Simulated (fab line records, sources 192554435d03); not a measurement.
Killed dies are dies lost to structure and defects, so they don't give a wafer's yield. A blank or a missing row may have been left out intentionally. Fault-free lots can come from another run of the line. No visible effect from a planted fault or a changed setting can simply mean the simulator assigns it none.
A single fault, viewed from 2 desks ; flow n5-finfet ; what lay behind the numbers comes last; until then each desk has only its own

THE TOOL OWNER'S DESK: rie-diel-05
The tool's own readings at N5_SD_EPI_N_ETCH_35 (etches SOC in N2/H2, overetch 108 nm, time 486 s): means of the sampled wafers that have a number, for each lot that ran on this tool. Any lot whose mean is over 4 standard deviations away from the usual mean is out of limits and marked OUT; that distance is given in the brackets.
Columns: A = chamber-pressure-mTorr at N5_SD_EPI_N_ETCH_35, usual 20.001 mTorr; B = drypump-motor-current-A at N5_SD_EPI_N_ETCH_35, usual 5.6 A; C = oes-product-au at N5_SD_EPI_N_ETCH_35, usual 0.72 a.u.; D = rf-vpp-V at N5_SD_EPI_N_ETCH_35, usual 240.8 V; E = showerhead-plenum-p-Torr at N5_SD_EPI_N_ETCH_35, usual 2.55 Torr; F = throttle-valve-pct at N5_SD_EPI_N_ETCH_35, usual 23.82 %
lot;first seen here;A;B;C;D;E;F
L898;day 3 18:41;20.014;5.6;0.69;239.9;2.49;23.84
L906;day 5 21:29;19.988;5.4;0.82;241.0;2.55;23.60
L907;day 6 02:54;19.985;5.4;0.80;240.6;2.55;23.73
L912;day 7 07:56;20.008;5.2;0.71;242.0;2.62;23.50
L914;day 7 21:10;20.003;5.4;0.70;240.5;2.55;23.59
Finding of this desk: none of the 5 lots has anything out of limits.

AT THE METROLOGY DESK
Means of the sampled wafers that have a number, per lot and without regard to the tool the lot ran on: this is what the gauges read. Any lot whose mean is over 4 standard deviations away from the usual mean is out of limits and marked OUT; that distance is given in the brackets. Only the readings that lie furthest out on some lot appear, 7 of the 10 it has.
Columns: A = DIBL_N at N5_BEOL_M4_RC_MEAS_101, usual 35.7 mV/V; B = IOFF_N at N5_BEOL_M4_RC_MEAS_101, usual 0.152 nA/um; C = ION_N at N5_BEOL_M4_RC_MEAS_101, usual 672 uA/um; D = ION_P at N5_BEOL_M4_RC_MEAS_101, usual 461 uA/um; E = SS_N at N5_BEOL_M4_RC_MEAS_101, usual 71.4 mV/dec; F = VT_N at N5_BEOL_M4_RC_MEAS_101, usual 251 mV; G = VT_P at N5_BEOL_M4_RC_MEAS_101, usual -251 mV
lot;first seen here;A;B;C;D;E;F;G
L898;day 8 13:11;34.1;0.146;670;457;71.1;252;-253
L906;day 10 20:56;36.9;0.182;683;468;70.7;244;-247
L907;day 11 00:10;35.0;0.137;654;446;70.8;252;-256
L915;day 12 17:35;34.3;0.125;656;449;71.0;255;-257
L917;day 13 20:10;35.3;0.132;668;459;71.3;252;-251
L918;day 14 06:29;34.7;0.119;665;461;70.9;255;-251
Finding of this desk: none of the 6 lots has anything out of limits.

ALL TOGETHER
Nothing out of limits was seen by the tool owner's desk.
Nothing out of limits was seen by the metrology desk.

WHAT WAS PUT IN BY THE SIMULATOR
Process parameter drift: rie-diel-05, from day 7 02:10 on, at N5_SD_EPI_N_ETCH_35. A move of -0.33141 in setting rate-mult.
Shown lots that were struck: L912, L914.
